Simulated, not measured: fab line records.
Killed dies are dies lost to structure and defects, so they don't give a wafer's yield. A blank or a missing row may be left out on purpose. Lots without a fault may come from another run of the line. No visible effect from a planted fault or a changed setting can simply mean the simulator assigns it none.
What tool caused it? + flow nandHarc + Sampling: 12 lots, 36 wafers, 6 of 1302 route steps

## WHAT THE GAUGES READ, wafer by wafer
NHARC_A_BLC_CD_MEAS_19. Usual: cdNm reads 99.7 nm (standard deviation 1.9).
| lot  | measured     | on       | cdNm (nm)         | flag |
|------|--------------|----------|-------------------|------|
| L757 | day 22 01:36 | cdSem-01 | 99.4 95.5 95.6    |      |
| L758 | day 22 21:23 | cdSem-01 | 104.4 102.8 97.7  |      |
| L759 | day 23 03:47 | cdSem-02 | 100.5 99.0 101.1  |      |
| L761 | day 23 23:07 | cdSem-03 | 100.4 102.3 100.0 |      |
| L762 | day 24 15:07 | cdSem-02 | 101.1 101.0 103.2 |      |
| L767 | day 27 13:44 | cdSem-03 | 102.1 99.8 96.4   |      |
| L772 | day 28 16:16 | cdSem-02 | 100.7 100.8 101.6 |      |
| L771 | day 28 23:54 | cdSem-03 | 99.7 98.9 100.0   |      |
| L775 | day 30 14:26 | cdSem-03 | 100.2 100.5 101.2 |      |
| L778 | day 30 23:43 | cdSem-03 | 99.9 103.6 99.3   |      |
| L780 | day 31 15:51 | cdSem-02 | 97.2 99.8 99.4    |      |
| L779 | day 31 17:40 | cdSem-01 | 101.0 101.1 101.1 |      |

NHARC_A_M0_CD_MEAS_09: target cd 80 nm. Usual: cdNm reads 80.3 nm (standard deviation 0.77).
| lot  | measured     | on       | cdNm (nm)      | flag |
|------|--------------|----------|----------------|------|
| L757 | day 22 04:29 | cdSem-02 | 80.7 80.7 80.0 |      |
| L758 | day 23 00:17 | cdSem-03 | 80.4 82.0 80.3 |      |
| L759 | day 23 06:42 | cdSem-02 | 80.2 80.1 80.0 |      |
| L761 | day 24 02:01 | cdSem-03 | 80.2 79.2 79.2 |      |
| L762 | day 24 18:25 | cdSem-03 | 80.7 79.9 81.0 |      |
| L767 | day 27 16:31 | cdSem-01 | 80.5 80.1 79.9 |      |
| L772 | day 28 19:03 | cdSem-02 | 81.8 81.3 80.8 |      |
| L771 | day 29 02:41 | cdSem-03 | 80.0 80.4 79.6 |      |
| L775 | day 30 17:12 | cdSem-02 | 80.1 79.9 80.4 |      |
| L778 | day 31 02:43 | cdSem-03 | 80.1 79.7 79.6 |      |
| L780 | day 31 18:46 | cdSem-01 | 79.5 78.8 79.4 |      |
| L779 | day 31 20:36 | cdSem-03 | 79.5 79.5 80.3 |      |

NHARC_A_M0_INSPECT_11. Usual: rawDefectCount reads 82 (standard deviation 40).
| lot  | measured     | on               | rawDefectCount          | flag |
|------|--------------|------------------|-------------------------|------|
| L757 | day 22 04:37 | defectInspect-01 | 57 68 72                |      |
| L758 | day 23 00:25 | defectInspect-02 | 110 126 86              |      |
| L759 | day 23 06:50 | defectInspect-01 | 96 88 97                |      |
| L761 | day 24 02:08 | defectInspect-01 | 108 113 103             |      |
| L762 | day 24 18:34 | defectInspect-01 | 172 177 143             |      |
| L767 | day 27 16:38 | defectInspect-01 | 451 403 473 452 405 478 | OFF  |
| L772 | day 28 19:11 | defectInspect-02 | 114 113 124             |      |
| L771 | day 29 02:47 | defectInspect-02 | 460 502 420 453 500 435 | OFF  |
| L775 | day 30 17:19 | defectInspect-02 | 56 67 61                |      |
| L778 | day 31 02:52 | defectInspect-01 | 42 44 44                |      |
| L780 | day 31 18:53 | defectInspect-02 | 151 133 129             |      |
| L779 | day 31 20:43 | defectInspect-01 | 24 17 15                |      |

NHARC_END_SORT_01. Usual: defectLimitedYield 91.1 %, standard deviation 2.9; killedAtArray 55, standard deviation 20; killedAtOther 1.1, standard deviation 1.2; killedAtPeriphery 3.8, standard deviation 2.8; killedDies 60, standard deviation 19; killedOpen 3.4, standard deviation 1.9; killedShort 2.2, standard deviation 1.5.
| lot  | measured     | on        | defectLimitedYield (%) | killedAtArray | killedAtOther | killedAtPeriphery | killedDies  | killedOpen | killedShort | flag |
|------|--------------|-----------|------------------------|---------------|---------------|-------------------|-------------|------------|-------------|------|
| L757 | day 23 19:10 | prober-01 | 93.4 91.3 92.5         | 40 55 46      | 1 2 2         | 4 2 3             | 45 59 51    | 4 2 2      | 2 3 2       |      |
| L758 | day 24 17:01 | prober-02 | 88.8 89.7 91.7         | 72 65 47      | 1 1 1         | 3 4 8             | 76 70 56    | 4 2 2      | 2 0 1       |      |
| L759 | day 24 23:59 | prober-02 | 89.4 89.4 87.7         | 68 69 78      | 1 0 1         | 3 3 4             | 72 72 83    | 0 4 4      | 6 1 5       |      |
| L761 | day 25 16:16 | prober-01 | 90.4 89.2 90.8         | 61 70 61      | 0 0 0         | 4 3 1             | 65 73 62    | 3 3 3      | 3 3 1       |      |
| L762 | day 26 09:45 | prober-02 | 84.9 87.6 87.3         | 100 83 84     | 1 1 1         | 1 0 1             | 102 84 86   | 0 1 2      | 0 2 6       |      |
| L767 | day 29 11:46 | prober-02 | 82.0 84.8 80.2         | 117 99 129    | 0 1 0         | 5 3 5             | 122 103 134 | 4 4 5      | 2 0 3       | OFF  |
| L772 | day 30 09:19 | prober-02 | 87.7 88.0 88.0         | 79 75 81      | 0 0 0         | 4 6 0             | 83 81 81    | 4 3 1      | 2 0 2       |      |
| L771 | day 31 09:11 | prober-02 | 79.9 82.1 81.8         | 127 120 116   | 1 0 5         | 8 1 2             | 136 121 123 | 2 0 0      | 3 4 2       | OFF  |
| L775 | day 32 15:43 | prober-01 | 92.6 90.8 92.3         | 46 59 46      | 2 1 0         | 2 2 6             | 50 62 52    | 3 5 3      | 3 2 1       |      |
| L778 | day 32 23:50 | prober-02 | 93.5 93.8 92.5         | 36 40 46      | 0 0 0         | 8 2 5             | 44 42 51    | 2 6 5      | 0 2 3       |      |
| L780 | day 33 13:23 | prober-01 | 89.4 90.0 90.3         | 66 64 63      | 5 2 3         | 1 2 0             | 72 68 66    | 5 3 2      | 3 3 0       |      |
| L779 | day 33 13:15 | prober-02 | 94.8 96.5 97.0         | 29 20 17      | 1 0 1         | 5 4 2             | 35 24 20    | 7 3 5      | 3 4 2       |      |

## WHICH TOOL RAN EACH LOT (tool, then ch and the chambers of the sampled wafers, then the start)
| lot  | NHARC_A_BLC_STRIP_29              | NHARC_A_M0_DEP_00               |
|------|-----------------------------------|---------------------------------|
| L757 | rieDiel-01 ch 0,2,3, day 22 01:41 | pecvd-02 ch 1,2, day 22 03:39   |
| L758 | rieDiel-04 ch 0,1,2, day 22 21:29 | pecvd-03 ch 1,2, day 22 23:27   |
| L759 | rieDiel-04 ch 2,3, day 23 03:52   | pecvd-02 ch 0,1,2, day 23 05:55 |
| L761 | rieDiel-10 ch 0,1, day 23 23:13   | pecvd-02 ch 1,2, day 24 01:14   |
| L762 | rieDiel-04 ch 2,3, day 24 15:11   | pecvd-03 ch 0,1,2, day 24 17:35 |
| L767 | rieDiel-10 ch 0,1,3, day 27 13:50 | pecvd-02 ch 0,1, day 27 15:49   |
| L772 | rieDiel-04 ch 0,1,2, day 28 16:20 | pecvd-04 ch 0,1, day 28 18:20   |
| L771 | rieDiel-04 ch 1,2,3, day 28 23:59 | pecvd-02 ch 0,1,2, day 29 02:06 |
| L775 | rieDiel-10 ch 0,1,2, day 30 14:30 | pecvd-04 ch 0,1,2, day 30 16:29 |
| L778 | rieDiel-04 ch 1,2,3, day 30 23:47 | pecvd-04 ch 1,2, day 31 01:53   |
| L780 | rieDiel-10 ch 0,3, day 31 15:55   | pecvd-02 ch 0,2, day 31 17:59   |
| L779 | rieDiel-10 ch 0,3, day 31 17:45   | pecvd-04 ch 0,1, day 31 19:46   |
- NHARC_A_BLC_STRIP_29: strips in CF4.
- NHARC_A_M0_DEP_00: deposits SiOC, target thk 150 nm.

## AS READ BY THE TOOLS THEMSELVES (means over the sampled wafers that have a number; for cases with no such wafer, the mark the record gives instead)
NHARC_A_BLC_STRIP_29. Usual: drypumpMotorCurrentA 5.4 A, standard deviation 0.46; oesProductAu 1.003 a.u., standard deviation 0.012; rfVppV 59.3 V, standard deviation 0.89; showerheadPlenumPTorr 1.76 Torr, standard deviation 0.077; throttleValvePct 13.284 %, standard deviation 0.0092.
| lot  | tool       | drypumpMotorCurrentA (A) | oesProductAu (a.u.) | rfVppV (V) | showerheadPlenumPTorr (Torr) | throttleValvePct (%) | flag |
|------|------------|--------------------------|---------------------|------------|------------------------------|----------------------|------|
| L757 | rieDiel-01 | 5.6                      | 1.013               | 58.3       | 1.76                         | 13.284               |      |
| L758 | rieDiel-04 | 5.8                      | 1.001               | 59.0       | 1.78                         | 13.284               |      |
| L759 | rieDiel-04 | 5.2                      | 1.007               | 59.2       | 1.75                         | 13.277               |      |
| L761 | rieDiel-10 | 5.1                      | 1.009               | 59.7       | 1.70                         | 13.283               |      |
| L762 | rieDiel-04 | 5.2                      | 1.019               | 58.3       | 1.75                         | 13.287               |      |
| L767 | rieDiel-10 | 5.0                      | 1.001               | 59.7       | 1.70                         | 13.282               |      |
| L772 | rieDiel-04 | 5.8                      | 1.009               | 60.0       | 1.78                         | 13.283               |      |
| L771 | rieDiel-04 | 5.6                      | 1.015               | 60.6       | 1.80                         | 13.286               |      |
| L775 | rieDiel-10 | 5.1                      | 1.012               | 59.2       | 1.75                         | 13.283               |      |
| L778 | rieDiel-04 | 5.6                      | 0.999               | 58.9       | 1.80                         | 13.278               |      |
| L780 | rieDiel-10 | 5.0                      | 1.000               | 58.7       | 1.71                         | 13.285               |      |
| L779 | rieDiel-10 | 5.0                      | 1.001               | 58.4       | 1.71                         | 13.288               |      |

## THE ANSWER, worked out from the rows above alone
Rule: a lot is off if the mean of its wafers that have a number lies more than 3 standard deviations from the usual mean. A lot without any number at a reading at which 4 lots or more have one is off too. Any other lot the step has rows for is counted as sound. First the gauges in route order, then the tools' own readings, where a lot's mean is used as printed above. At the first step where some lot is off, the reading lying furthest off is the one used; lots without a number count as furthest.
Off, at NHARC_A_M0_INSPECT_11 on rawDefectCount: L767, L771.
If a tool, at a process step before that reading, ran all the lots that are off and no sound lot after the first of them, it fits. Not tried: the gauges at NHARC_A_M0_INSPECT_11; whatever is off there is also off at NHARC_END_SORT_01, on other tools, and gauge error can't account for it. None of those tried fits.

## WHAT HAD BEEN PUT IN BY THE SIMULATOR
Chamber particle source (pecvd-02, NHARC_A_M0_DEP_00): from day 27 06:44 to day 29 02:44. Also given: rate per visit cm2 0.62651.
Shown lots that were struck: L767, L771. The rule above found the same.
